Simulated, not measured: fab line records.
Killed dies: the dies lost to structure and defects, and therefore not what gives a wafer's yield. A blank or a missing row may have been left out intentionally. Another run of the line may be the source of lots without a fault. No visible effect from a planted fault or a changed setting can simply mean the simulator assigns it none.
Matching of chambers | flow n5-finfet | 4 sister chambers for N5_BEOL_M1_DESCUM_33 on rie-diel-04
The step chemistry O2, time 7 s. 22 wafers are shown with their chamber, then 11 later ones without.

EACH WAFER AND ITS CHAMBER
wafer  | chamber | drypump-motor-current-A (A) | throttle-valve-pct (%) | showerhead-plenum-p-Torr (Torr)
L075.1 | 0       | 5.4                         | 20.26                  | 2.16
L075.2 | 3       | 6.1                         | 20.10                  | 2.14
L075.3 | 1       | 4.9                         | 20.03                  | 2.16
L079.3 | 2       | 6.0                         | 20.75                  | 2.15
L079.4 | 1       | 5.0                         | 20.04                  | 2.16
L079.5 | 0       | 5.4                         | 20.25                  | 2.15
L080.2 | 0       | 5.4                         | 20.25                  | 2.15
L080.4 | 1       | 4.9                         | 20.05                  | 2.16
L080.6 | 2       | 6.0                         | 20.76                  | 2.15
L081.2 | 1       | 4.9                         | 20.04                  | 2.16
L081.3 | 3       | 6.1                         | 20.10                  | 2.13
L081.4 | 0       | 5.4                         | 20.27                  | 2.15
L085.2 | 1       | 5.0                         | 20.05                  | 2.15
L085.3 | 0       | 5.4                         | 20.29                  | 2.15
L085.6 | 0       | 5.4                         | 20.30                  | 2.15
L086.1 | 1       | 5.0                         | 20.05                  | 2.15
L086.3 | 0       | 5.4                         | 20.31                  | 2.15
L086.4 | 3       | 6.1                         | 20.13                  | 2.13
L087.1 | 2       | 6.0                         | 20.49                  | 2.15
L087.2 | 0       | 5.4                         | 20.30                  | 2.15
L087.3 | 1       | 5.0                         | 20.07                  | 2.15
L088.1 | 1       | 4.9                         | 20.07                  | 2.15

SIGNATURES (means of the wafers above)
reading                  | chamber 0 | chamber 1 | chamber 2 | chamber 3 | scatter within a chamber
drypump-motor-current-A  | 5.400     | 4.950     | 6.000     | 6.100     | 0.0333
throttle-valve-pct       | 20.2787   | 20.0500   | 20.6667   | 20.1100   | 0.0542
showerhead-plenum-p-Torr | 2.1513    | 2.1550    | 2.1500    | 2.1333    | 0.00444
Rule: a wafer lies at a distance from a chamber equal to the root of the sum of squares, over the readings, of (its reading less the chamber's mean, divided by the reading's scatter). If the next closest chamber is less than 2 further off than the closest, the wafer can't be placed; otherwise it belongs to the closest. The scatter: take each reading less its chamber's mean, square it, sum over the shown wafers, divide by the number of wafers less the number of chambers, and take the root.

WAFERS MISSING THEIR CHAMBER
wafer  | drypump-motor-current-A (A) | throttle-valve-pct (%) | showerhead-plenum-p-Torr (Torr)
L088.4 | 4.9                         | 20.08                  | 2.15
L088.5 | 5.4                         | 20.30                  | 2.15
L091.1 | 5.4                         | 20.32                  | 2.14
L091.3 | 4.9                         | 20.09                  | 2.15
L091.5 | 4.9                         | 20.09                  | 2.15
L094.2 | 5.4                         | 20.33                  | 2.14
L094.4 | 6.1                         | 20.16                  | 2.12
L094.6 | 6.0                         | 20.52                  | 2.14
L096.1 | 5.4                         | 20.33                  | 2.14
L096.5 | 6.1                         | 20.16                  | 2.12
L096.6 | 6.0                         | 20.52                  | 2.14

CHAMBER TAKEN BY EACH
wafer  | from the rows above | in truth
L088.4 | 1                   | 1
L088.5 | 0                   | 0
L091.1 | 0                   | 0
L091.3 | 1                   | 1
L091.5 | 1                   | 1
L094.2 | 0                   | 0
L094.4 | 3                   | 3
L094.6 | 2                   | 2
L096.1 | 0                   | 0
L096.5 | 3                   | 3
L096.6 | 2                   | 2
Placed correctly: 11 of 11. Can't be placed from these rows: 0. Number placed wrongly: 0.
